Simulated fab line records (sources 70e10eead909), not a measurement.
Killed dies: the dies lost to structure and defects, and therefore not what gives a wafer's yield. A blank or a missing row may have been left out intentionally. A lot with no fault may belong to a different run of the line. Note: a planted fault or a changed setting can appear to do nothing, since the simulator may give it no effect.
fab line records | flow nandHarc
record lots=13 | wafers=38 | lastDay=33
route steps=1302 shown A_STAIRCASE@719
lots that met no fault: from a run of the same line without faults
startH: hours from the record's opening day to when the first of the lot's shown wafers began | waitH: time in hours since the lot's previous step | " same as the row above | L1.1+2: several wafers, shown together as one row | - no value, or no start was given | * or withheld: withheld | < > ~ a bound
route shown NAME@n: names a module that has steps shown in the file, with the first one's number in the route | usual: mean/standard deviation of fault-free wafers | same: alike in all rows | chamber/n: place in a boat | sites: the reading at each site | _std_site: standard deviation across them | _edge_site: outer sites' mean less inner sites' | radiusMm: for every site, how far away it sits from the centre of the wafer | mask NAME#n: copy n | behind: the last tool/chamber to shape the wafer | hold: what put the lot on hold/how long, in hours/how the hold closed | device: which transistor (n, p or np) failed to switch | end of line: the same wafers' tests at the end of the route | a step given without rows: its recipe and nothing more | killed: at the first sort, the dies lost to defects and structure; wafer yield is something else | map: a wafer's dies, marking killed ones x, the rest . and places with no die _
set.NAME: the setting that was run; set.NAME@STEP: the one run at that earlier step | model.NAME: the simulator's own value behind a step, which no gauge read
one table for each step of the route and one row for each wafer, over a sample of lots
services: from which hour (startH, from the record's first day; less than 0 if before it) a tool's chamber was out of use, for how many hours, and why
## steps
# step NHARC_A_STAIRCASE_STRIP_205
# recipe powerW=1500 | tempC=250 | chemistry=O2
# usual drypumpMotorCurrentA=6.0/0.43 | heaterPowerW=343/26
lot.wafer | tool           | chamber | startH | waitH | drypumpMotorCurrentA | heaterPowerW | rfHoursCounterH
L947.2    | plasmaAsher-01 | 1       | 356.85 | 0.1   | 5.7                  | 387          | 2
L947.3    | "              | 0       | "      | "     | 5.7                  | 330          | -
L947.5    | "              | 1       | "      | "     | 5.7                  | 382          | -
L946.1    | plasmaAsher-02 | 1       | 367.46 | 0.1   | 5.9                  | 342          | 25
L946.5    | "              | 1       | "      | "     | 5.9                  | 339          | -
L946.6    | "              | 0       | "      | "     | 6.7                  | 328          | -
L949.1    | plasmaAsher-02 | 0       | 375.69 | 0.1   | 6.7                  | 320          | 27
L949.3    | "              | 1       | "      | "     | 5.9                  | 330          | -
L949.4    | "              | 0       | "      | "     | 6.7                  | 317          | -
L948.2    | plasmaAsher-02 | 0       | 376.46 | 0.1   | 6.7                  | 331          | 27
L948.4    | "              | 0       | "      | "     | 6.7                  | 330          | -
L948.6    | "              | 0       | "      | "     | 6.7                  | 315          | -
L950.2    | plasmaAsher-01 | 0       | 401.96 | 0.1   | 5.7                  | 328          | 10
L950.1    | "              | 1       | "      | "     | 5.6                  | 394          | 10
L950.5    | "              | 0       | "      | "     | 5.7                  | 332          | -
L951.2    | plasmaAsher-01 | 0       | 428.67 | 0.1   | 5.7                  | 325          | 15
L951.1    | "              | 1       | "      | "     | 5.7                  | 377          | 15
L951.5    | "              | 1       | "      | "     | 5.7                  | 383          | -
L956.2    | plasmaAsher-02 | 1       | 463.51 | 0.3   | 5.9                  | 351          | 7
L956.5    | "              | 1       | "      | "     | 5.9                  | 358          | -
L961.4    | plasmaAsher-01 | 0       | 517.38 | 0.2   | 5.7                  | 330          | -
L961.3    | "              | 1       | "      | "     | 5.7                  | 382          | -
L961.5    | "              | 0       | "      | "     | 5.7                  | 330          | -
L965.1    | plasmaAsher-02 | 1       | 544.70 | 0.1   | 5.9                  | 353          | 24
L965.2    | "              | 0       | "      | "     | 6.7                  | 312          | 24
L965.4    | "              | 1       | "      | "     | 5.9                  | 361          | -
L964.1    | plasmaAsher-02 | 0       | 545.16 | 0.1   | 6.7                  | 317          | 24
L964.3    | "              | 1       | "      | "     | 5.8                  | 348          | -
L964.6    | "              | 1       | "      | "     | 5.9                  | 348          | -
L966.2    | plasmaAsher-02 | 0       | 565.04 | 0.1   | 6.7                  | 313          | 28
L966.1    | "              | 1       | "      | "     | 5.8                  | 363          | 28
L966.6    | "              | 1       | "      | "     | 5.8                  | 360          | -
L967.4    | plasmaAsher-02 | 1       | 565.69 | 0.2   | 5.9                  | 365          | -
L967.3    | "              | 0       | "      | "     | 6.7                  | 304          | -
L967.6    | "              | 0       | "      | "     | 6.7                  | 306          | -
L968.4    | plasmaAsher-01 | 1       | 590.58 | 0.2   | 5.7                  | 366          | -
L968.3    | "              | 0       | "      | "     | 5.7                  | 326          | -
L968.5    | "              | 1       | "      | "     | 5.7                  | 374          | -
# step NHARC_A_STAIRCASE_TRIM_224
# recipe timeS=211.2 | o2FlowSccm=500 | arFlowSccm=0 | biasW=0 | chemistry=O2
# usual biasW=0/0 | drypumpMotorCurrentA=5.9/0.42 | oesProductAu=1.006/0.01 | rfVppV=57.7/1 | runLengthS=232.6/0.37 | showerheadPlenumPTorr=3.51/0.13 | throttleValvePct=17.036/0.0089
lot.wafer | tool       | chamber | startH | waitH | biasW | drypumpMotorCurrentA | oesProductAu | rfHoursCounterH | rfVppV | runLengthS | showerheadPlenumPTorr | throttleValvePct
L947.2    | rieDiel-03 | 3       | 359.64 | -     | 0     | 6.0                  | 1.009        | 23              | 58.8   | 232.9      | 3.55                  | 17.031
L947.3    | "          | 1       | "      | "     | 0     | 5.1                  | 0.997        | 33              | 58.0   | 232.7      | 3.51                  | 17.040
L947.5    | "          | 3       | "      | "     | 0     | 6.0                  | 1.008        | -               | 57.8   | 232.8      | 3.55                  | 17.040
L946.1    | rieDiel-13 | 0       | 369.58 | -     | 0     | 5.3                  | 1.011        | 8               | 56.7   | 232.1      | 3.60                  | 17.032
L946.5    | "          | 1       | "      | "     | 0     | 5.4                  | 1.000        | -               | 58.3   | 232.8      | 3.74                  | 17.044
L946.6    | "          | 2       | "      | "     | 0     | 5.8                  | 1.004        | -               | 57.1   | 232.7      | 3.48                  | 17.041
L949.1    | rieDiel-07 | 2       | 377.71 | -     | 0     | 5.9                  | 1.013        | 23              | 56.8   | 232.3      | 3.44                  | 17.051
L949.3    | "          | 3       | "      | "     | 0     | 5.7                  | 1.009        | 23              | 57.4   | 233.1      | 3.28                  | 17.032
L949.4    | "          | 0       | "      | "     | 0     | 5.8                  | 0.999        | 19              | 58.3   | 233.2      | 3.43                  | 17.038
L948.2    | rieDiel-13 | 3       | 378.53 | -     | 0     | 6.4                  | 1.013        | 11              | 58.5   | 232.9      | 3.59                  | 17.040
L948.4    | "          | 0       | "      | "     | 0     | 5.4                  | 0.996        | 11              | 57.0   | 232.5      | 3.60                  | 17.037
L948.6    | "          | 2       | "      | "     | 0     | 5.7                  | 0.996        | -               | 57.8   | 232.6      | 3.48                  | 17.030
L950.2    | rieDiel-13 | 0       | 404.05 | -     | 0     | 5.4                  | 0.997        | 19              | 56.7   | 232.1      | 3.59                  | 17.032
L950.1    | "          | 1       | "      | "     | 0     | 5.4                  | 0.989        | 17              | 59.1   | 233.0      | 3.74                  | 17.021
L950.5    | "          | 2       | "      | "     | 0     | 5.7                  | 0.989        | -               | 56.7   | 232.6      | 3.48                  | 17.048
L951.1    | rieDiel-07 | 1       | 430.83 | -     | 0     | 6.6                  | 1.006        | 25              | 57.8   | 232.6      | 3.66                  | 17.040
L951.2    | "          | 3       | "      | "     | 0     | 5.7                  | 1.001        | 37              | 57.9   | 233.1      | 3.28                  | 17.028
L951.5    | "          | 0       | "      | "     | 0     | 5.7                  | 1.000        | -               | 57.1   | 232.7      | 3.42                  | 17.026
L956.2    | rieDiel-07 | 1       | 465.53 | -     | 0     | 6.6                  | 1.013        | 41              | 58.5   | 233.4      | 3.65                  | 17.040
L956.5    | "          | 2       | "      | "     | -     | 5.9                  | 1.012        | -               | 56.0   | 160.0      | 3.42                  | 17.021
L961.3    | rieDiel-03 | 0       | 519.49 | -     | 0     | 6.4                  | 1.005        | 18              | 58.4   | 232.0      | 3.30                  | 17.023
L961.4    | "          | 1       | "      | "     | 0     | 5.1                  | 1.001        | 16              | 58.4   | 232.6      | 3.48                  | 17.050
L961.5    | "          | 0       | "      | "     | 0     | 6.4                  | 1.020        | -               | 57.3   | 232.1      | 3.30                  | 17.040
L965.1    | rieDiel-07 | 1       | 546.63 | -     | 0     | 6.6                  | 1.002        | 20              | 58.9   | 232.6      | 3.64                  | 17.049
L965.4    | "          | 2       | "      | "     | 0     | 5.9                  | 1.016        | 16              | 57.6   | 232.2      | 3.41                  | 17.040
L965.2    | "          | 3       | "      | "     | 0     | 5.6                  | 1.011        | 22              | 58.3   | 233.1      | 3.80                  | 17.038
L964.3    | rieDiel-13 | 2       | 547.18 | -     | 0     | 5.7                  | 1.006        | 8               | 56.8   | 232.0      | 3.46                  | 17.038
L964.1    | "          | 0       | "      | "     | 0     | 5.4                  | 0.979        | 7               | 58.7   | 232.4      | 3.57                  | 17.045
L964.6    | "          | 2       | "      | "     | 0     | 5.7                  | 0.998        | -               | 57.4   | 232.5      | 3.46                  | 17.025
L966.1    | rieDiel-13 | 2       | 567.03 | -     | 0     | 5.8                  | 1.001        | 15              | 56.8   | 232.2      | 3.45                  | 17.028
L966.2    | "          | 0       | "      | "     | 0     | 5.4                  | 0.973        | 13              | 58.8   | 232.3      | 3.57                  | 17.038
L966.6    | "          | 3       | "      | "     | 0     | 6.4                  | 1.003        | -               | 55.8   | 232.9      | 3.56                  | 17.058
L967.4    | rieDiel-07 | 1       | 567.68 | -     | 0     | 6.6                  | 1.001        | 25              | 58.7   | 232.8      | 3.64                  | 17.028
L967.3    | "          | 2       | "      | "     | 0     | 5.9                  | 1.014        | 21              | 58.8   | 232.5      | 3.41                  | 17.035
L967.6    | "          | 1       | "      | "     | 0     | 6.6                  | 1.005        | -               | 58.0   | 232.6      | 3.64                  | 17.033
L968.3    | rieDiel-07 | 2       | 592.56 | -     | 0     | 5.9                  | 1.016        | 31              | 58.6   | 232.4      | 3.41                  | 17.031
L968.4    | "          | 1       | "      | "     | 0     | 6.6                  | 0.998        | 32              | 56.2   | 232.6      | 3.63                  | 17.040
L968.5    | "          | 3       | "      | "     | 0     | 5.7                  | 1.008        | -               | 59.6   | 233.2      | 3.79                  | 17.043
# step NHARC_A_STAIRCASE_ETCH_227
# recipe targetDepthA=1000 | timeS=40.5 | ionEnergyEv=400 | c4f8FlowSccm=20 | o2FlowSccm=10 | arFlowSccm=withheld | rfW=600 | biasW=1000 | chemistry=C4F8/O2
# usual biasW=1000/3.1 | oesProductAu=0.945/0.011 | rfVppV=895/5
lot.wafer | tool       | chamber | startH | waitH | biasW | oesProductAu | rfHoursCounterH | rfVppV
L947.2    | rieDiel-03 | 1       | -      | -     | 1002  | 0.928        | 34              | 894
L947.3    | "          | 0       | "      | "     | 996   | 0.930        | 28              | 887
L947.5    | "          | 1       | "      | "     | 1000  | 0.929        | -               | 894
L946.1    | rieDiel-13 | 3       | -      | -     | 1002  | 0.945        | 8               | 898
L946.5    | "          | 3       | "      | "     | 998   | 0.953        | -               | 898
L946.6    | "          | 0       | "      | "     | 1002  | 0.933        | -               | 899
L949.1    | rieDiel-07 | 2       | -      | -     | 1000  | 0.954        | 23              | 893
L949.4    | "          | 3       | "      | "     | 994   | 0.941        | 23              | 886
L949.3    | "          | 0       | "      | "     | 998   | 0.950        | 19              | 892
L948.2    | rieDiel-13 | 3       | -      | -     | 1009  | 0.963        | 11              | 898
L948.4    | "          | 0       | "      | "     | 1000  | 0.942        | 11              | 899
L948.6    | "          | 2       | "      | "     | 1001  | 0.954        | -               | 894
L950.1    | rieDiel-13 | 2       | -      | -     | 1000  | 0.935        | 14              | 895
L950.2    | "          | 3       | "      | "     | 1001  | 0.944        | 19              | 897
L950.5    | "          | 0       | "      | "     | 997   | 0.935        | -               | 899
L951.2    | rieDiel-07 | 0       | -      | -     | 1002  | 0.929        | 32              | 891
L951.1    | "          | 2       | "      | "     | 997   | 0.947        | 37              | 894
L951.5    | "          | 0       | "      | "     | 1002  | 0.935        | -               | 891
L956.2    | rieDiel-07 | 0       | -      | -     | 997   | 0.940        | 48              | 892
L956.5    | "          | 1       | "      | "     | 998   | 0.933        | -               | 901
L961.3    | rieDiel-03 | 0       | -      | -     | 998   | 0.961        | 18              | 889
L961.4    | "          | 1       | "      | "     | 1004  | 0.951        | 16              | 895
L961.5    | "          | 0       | "      | "     | 997   | 0.946        | -               | 888
L965.1    | rieDiel-07 | 0       | -      | -     | 999   | 0.966        | 22              | 890
L965.2    | "          | 1       | "      | "     | 1000  | 0.939        | 20              | 901
L965.4    | "          | 2       | "      | "     | 1001  | 0.953        | 16              | 891
L964.3    | rieDiel-13 | 1       | -      | -     | 1002  | 0.930        | 7               | 902
L964.1    | "          | 2       | "      | "     | 995   | 0.948        | 8               | 892
L964.6    | "          | 1       | "      | "     | 1000  | 0.941        | -               | 903
L966.1    | rieDiel-13 | 1       | -      | -     | 1000  | 0.953        | 14              | 902
L966.2    | "          | 2       | "      | "     | 1005  | 0.938        | 15              | 894
L966.6    | "          | 3       | "      | "     | 997   | 0.935        | -               | 898
L967.4    | rieDiel-07 | 2       | -      | -     | 998   | 0.948        | 21              | 891
L967.3    | "          | 3       | "      | "     | 996   | 0.966        | 26              | 906
L967.6    | "          | 2       | "      | "     | 996   | 0.963        | -               | 892
L968.3    | rieDiel-07 | 1       | -      | -     | 993   | 0.970        | 32              | 901
L968.4    | "          | 2       | "      | "     | 1001  | 0.963        | 31              | 892
L968.5    | "          | 1       | "      | "     | 996   | 0.965        | -               | 900
# step NHARC_A_STAIRCASE_TRIM_233
# recipe timeS=211.2 | o2FlowSccm=500 | arFlowSccm=0 | biasW=0 | chemistry=O2
# usual drypumpMotorCurrentA=5.9/0.44 | oesProductAu=1.005/0.011 | rfVppV=57.7/0.9 | runLengthS=232.6/0.38 | showerheadPlenumPTorr=3.51/0.13 | throttleValvePct=17.037/0.0088
# same biasW=0
lot.wafer | tool       | chamber | startH | waitH | drypumpMotorCurrentA | oesProductAu | rfHoursCounterH | rfVppV | runLengthS | showerheadPlenumPTorr | throttleValvePct
L947.3    | rieDiel-03 | 1       | -      | -     | 5.1                  | 0.991        | 36              | 58.7   | 232.7      | 3.50                  | 17.048
L947.2    | "          | 2       | "      | "     | 6.2                  | 1.000        | 31              | 57.3   | 232.1      | 3.48                  | 17.043
L947.5    | "          | 1       | "      | "     | 5.2                  | 0.990        | -               | 57.8   | 232.6      | 3.50                  | 17.041
L946.1    | rieDiel-03 | 2       | -      | -     | 6.2                  | 1.002        | 33              | 57.6   | 231.8      | 3.48                  | 17.048
L946.5    | "          | 0       | "      | "     | 6.4                  | 0.991        | -               | 55.7   | 232.0      | 3.32                  | 17.035
L946.6    | "          | 1       | "      | "     | 5.1                  | 0.997        | -               | 58.0   | 232.6      | 3.50                  | 17.028
L949.3    | rieDiel-03 | 2       | -      | -     | 6.3                  | 1.010        | 35              | 56.9   | 231.8      | 3.48                  | 17.024
L949.1    | "          | 3       | "      | "     | 6.0                  | 1.000        | 29              | 58.3   | 232.5      | 3.55                  | 17.039
L949.4    | "          | 0       | "      | "     | 6.4                  | 0.996        | 35              | 57.6   | 231.9      | 3.32                  | 17.034
L948.4    | rieDiel-07 | 1       | -      | -     | 6.6                  | 1.004        | 13              | 58.7   | 233.0      | 3.67                  | 17.048
L948.2    | "          | 3       | "      | "     | 5.7                  | 1.004        | 23              | 57.0   | 233.1      | 3.28                  | 17.031
L948.6    | "          | 1       | "      | "     | 6.6                  | 0.994        | -               | 58.6   | 232.7      | 3.67                  | 17.022
L950.2    | rieDiel-13 | 2       | -      | -     | 5.7                  | 0.988        | 14              | 56.8   | 232.2      | 3.48                  | 17.052
L950.1    | "          | 1       | "      | "     | 5.4                  | 0.989        | 17              | 58.2   | 232.6      | 3.74                  | 17.036
L950.5    | "          | 3       | "      | "     | 6.3                  | 0.997        | -               | 56.5   | 232.8      | 3.58                  | 17.028
L951.1    | rieDiel-07 | 2       | -      | -     | 5.9                  | 1.025        | 38              | 58.0   | 232.2      | 3.43                  | 17.035
L951.2    | "          | 3       | "      | "     | 5.6                  | 1.015        | 38              | 57.7   | 233.0      | 3.28                  | 17.026
L951.5    | "          | 2       | "      | "     | 5.9                  | 1.024        | -               | 57.5   | 232.3      | 3.43                  | 17.032
L956.2    | rieDiel-13 | 1       | -      | -     | 5.4                  | 0.991        | 37              | 59.5   | 232.6      | 3.73                  | 17.041
L956.5    | "          | 1       | "      | "     | 5.4                  | 0.987        | -               | 58.1   | 232.9      | 3.73                  | 17.041
L961.4    | rieDiel-03 | 2       | -      | -     | 6.3                  | 1.004        | 15              | 57.6   | 232.5      | 3.46                  | 17.049
L961.3    | "          | 1       | "      | "     | 5.1                  | 1.001        | 16              | 58.1   | 232.6      | 3.48                  | 17.044
L961.5    | "          | 3       | "      | "     | 6.0                  | 1.010        | -               | 56.5   | 232.3      | 3.52                  | 17.033
L965.2    | rieDiel-03 | 3       | -      | -     | 6.0                  | 1.007        | 30              | 57.5   | 232.2      | 3.51                  | 17.027
L965.4    | "          | 0       | "      | "     | 6.4                  | 1.016        | 32              | 56.5   | 232.8      | 3.29                  | 17.045
L965.1    | "          | 1       | "      | "     | 5.1                  | 0.994        | 30              | 57.3   | 233.2      | 3.47                  | 17.031
L964.3    | rieDiel-13 | 1       | -      | -     | 5.3                  | 0.986        | 7               | 57.9   | 232.6      | 3.71                  | 17.026
L964.1    | "          | 3       | "      | "     | 6.3                  | 1.003        | 9               | 58.2   | 232.7      | 3.56                  | 17.025
L964.6    | "          | 0       | "      | "     | 5.4                  | 0.977        | -               | 57.4   | 232.2      | 3.57                  | 17.032
L966.2    | rieDiel-13 | 3       | -      | -     | 6.3                  | 0.999        | 14              | 58.4   | 232.9      | 3.56                  | 17.038
L966.1    | "          | 0       | "      | "     | 5.4                  | 0.988        | 13              | 57.6   | 232.0      | 3.57                  | 17.039
L966.6    | "          | 3       | "      | "     | 6.3                  | 1.007        | -               | 56.8   | 233.1      | 3.56                  | 17.019
L967.3    | rieDiel-03 | 1       | -      | -     | 5.1                  | 1.003        | 38              | 57.4   | 233.0      | 3.46                  | 17.048
L967.4    | "          | 2       | "      | "     | 6.2                  | 1.017        | 35              | 56.6   | 232.2      | 3.45                  | 17.028
L967.6    | "          | 2       | "      | "     | 6.2                  | 1.016        | -               | 59.0   | 232.6      | 3.45                  | 17.039
L968.3    | rieDiel-07 | 0       | -      | -     | 5.8                  | 1.018        | 33              | 58.7   | 232.8      | 3.40                  | 17.035
L968.4    | "          | 2       | "      | "     | 5.9                  | 1.014        | 31              | 56.8   | 232.7      | 3.41                  | 17.021
L968.5    | "          | 0       | "      | "     | 5.8                  | 1.024        | -               | 56.4   | 232.7      | 3.40                  | 17.046
## services
tool           | chamber | startH | hours | kind
rieDiel-07     | 0       | 334.75 | 6.6   | repair
plasmaAsher-01 | -       | 342.00 | 9.0   | pm
rieDiel-13     | -       | 342.01 | 9.0   | pm
rieDiel-07     | 0       | 352.47 | -     | clean
rieDiel-07     | 1       | 352.47 | -     | clean
rieDiel-07     | 2       | 352.47 | -     | clean
rieDiel-07     | 3       | 352.47 | -     | clean
rieDiel-13     | 2       | 382.00 | 8.0   | repair
plasmaAsher-02 | -       | 426.00 | 9.0   | pm
rieDiel-03     | 0       | 436.69 | 27.1  | repair
rieDiel-03     | -       | 458.44 | 9.0   | pm
rieDiel-13     | 0       | 463.10 | 2.8   | repair
plasmaAsher-01 | -       | 463.26 | 1.5   | repair
rieDiel-07     | -       | 471.39 | 9.0   | pm
rieDiel-03     | -       | 482.56 | 0.4   | repair
rieDiel-07     | 2       | 488.60 | 5.3   | repair
rieDiel-03     | 0       | 489.40 | 3.5   | repair
rieDiel-07     | 1       | 515.78 | 3.4   | repair
plasmaAsher-01 | -       | 519.00 | 9.0   | pm
rieDiel-13     | -       | 519.01 | 9.0   | pm
plasmaAsher-02 | -       | 524.06 | 1.6   | repair
rieDiel-03     | 3       | 543.77 | 2.2   | repair
rieDiel-03     | 3       | 547.88 | 7.5   | repair
rieDiel-03     | 2       | 570.41 | 4.8   | repair
## key
firstSign step=NHARC_A_STAIRCASE_TRIM_224 | reading=runLengthS | direction=down | sigmas=99+ | usual=* | struck=*
effect none on later readings
metAt NHARC_A_STAIRCASE_TRIM_224
struckLots L956
struckWafers L956.5
laterRowsLeftOut L956.5
sortLeftOut L956.5
testerLeftOut L956
notActingAt NHARC_A_STAIRCASE_STRIP_205,NHARC_A_STAIRCASE_ETCH_227,NHARC_A_STAIRCASE_TRIM_233
onsetBetween 430.83 465.53
fault kind=processParameterDrift | tool=rieDiel-07 | chamber=- | onsetH=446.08 | steps=NHARC_A_STAIRCASE_TRIM_224 | channel=timeS | offset=* | shape=step | endH=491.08 | scope=struckWafersOnly | actsIn=* | stated=*
# testerLeftOut: of these lots the tester's yield and bins aren't shown, on N5 and GAA mostly nor the transistor test; their killed dies are dies lost to structure and defects alone, not to doping, threshold or leakage, so they don't give the yield
# sortLeftOut: the simulated sort isn't trusted on such a fault, so these wafers' sort isn't shown, and their yield isn't known
# laterRowsLeftOut: the simulator's readings of these wafers behind a module that went badly wrong aren't trusted and aren't shown, but for the sort
